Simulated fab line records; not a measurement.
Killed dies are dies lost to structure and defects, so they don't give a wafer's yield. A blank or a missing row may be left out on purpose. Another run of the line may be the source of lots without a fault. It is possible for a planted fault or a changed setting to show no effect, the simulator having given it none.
Split-lot experiment ; flow n5_finfet ; on a route of 1938 steps: 7 lots, 21 wafers read

## THE SPLIT
At N5_MOL_CONTACT_COAG_ETCH_105 (etches SiARC in CF4, target depth 15.6 nm, time 26 s), the setting bias_w was moved away from the recipe's 36 W on 6 of the 21 wafers read, by -12.9% to +10.4%. The other wafers ran this setting at the recipe's value.

The reading is taken at the split's own step.

## THE READING
rf_vpp_V, in V, at N5_MOL_CONTACT_COAG_ETCH_105 (etches SiARC in CF4, target depth 15.6 nm, time 26 s). Fault-free wafers of this fab line usually give 184.1 V, standard deviation 1.3 V.

wafer;tool, chamber at the split;bias_w as run, W;against the recipe;rf_vpp_V, V;against lot-mates on the recipe
L077.1;rie_diel-06, 1;36;recipe;184.1;-
L077.3;rie_diel-06, 2;36;recipe;182.5;-
L077.5;rie_diel-06, 2;36;recipe;183.1;-
L078.2;rie_diel-06, 2;36;recipe;184.8;-
L078.3;rie_diel-06, 1;36;recipe;184.1;-
L078.5;rie_diel-06, 1;36;recipe;183.5;-
L085.2;rie_diel-06, 1;31.37;-12.9%;168.7;-13.9
L085.4;rie_diel-06, 0;31.37;-12.9%;168.5;-14.1
L085.5;rie_diel-06, 1;36;recipe;182.6;-
L086.1;rie_diel-04, 3;32.29;-10.3%;171.6;-13.0
L086.3;rie_diel-04, 2;36;recipe;185.3;-
L086.4;rie_diel-04, 1;36;recipe;183.9;-
L089.2;rie_diel-02, 1;36;recipe;183.5;-
L089.3;rie_diel-02, 3;36;recipe;183.1;-
L089.5;rie_diel-02, 0;36;recipe;183.9;-
L091.2;rie_diel-04, 1;39.76;+10.4%;197.7;+12.3
L091.4;rie_diel-04, 1;39.76;+10.4%;195.9;+10.5
L091.5;rie_diel-04, 2;36;recipe;185.4;-
L095.1;rie_diel-04, 0;32.52;-9.7%;174.1;-10.1
L095.3;rie_diel-04, 1;36;recipe;184.7;-
L095.6;rie_diel-04, 1;36;recipe;183.7;-

THE FIT
A straight line over all 21 wafers: rf_vpp_V changes by +1.18 V for each +1% of bias_w; r = +0.99; the points scatter about the line by 0.91 V.
The same after taking each lot's own level away (the mean of its wafers on the recipe; 21 wafers): +1.11 V for each +1%; r = +1.00; scatter 0.67 V.
That fit puts the effect of the largest move of bias_w on the reading at 14 V.
From 182.60 to 185.40 V: that is the span of the lots' own levels, equal to 2.2 times the standard deviation above.
So the lot-to-lot level changes the slope little: the two slopes agree.
Check: with one of the wafers moved furthest among these (-12.9%) left out of the fit, the line predicts -14.4 V for it against its lot-mates. It came out at -13.9 V against them.
Tool readings at the split's step, against how far the setting was moved: rf_vpp_V r = +0.99.

## THE OTHER SPLITS THESE WAFERS WENT THROUGH
Note: prior to the reading, these wafers also went through further splits. Each is held against what the fit with the lots' levels taken away leaves over:
other split on the same wafers;wafers away from the commonest value;r with rf_vpp_V (lot level and that fit taken away)
N5_SDB_COAT_05 spin_rpm;9;-0.02
N5_HKMG_FIN_ETCH_55 bias_w;6;+0.11
N5_HKMG_FIN_CVD_62 temp_c;8;+0.42
N5_HKMG_FIN_COAT_06 spin_rpm;7;+0.35
N5_HKMG_FIN_EXPOSE_09 dose_mj;4;+0.01
N5_MOL_CONTACT_COAG_EXPOSE_05 dose_mj;9;+0.30

## FILE'S OWN FIT
rf_vpp_V changes by +1.12 V for each +1% of bias_w, r = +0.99.
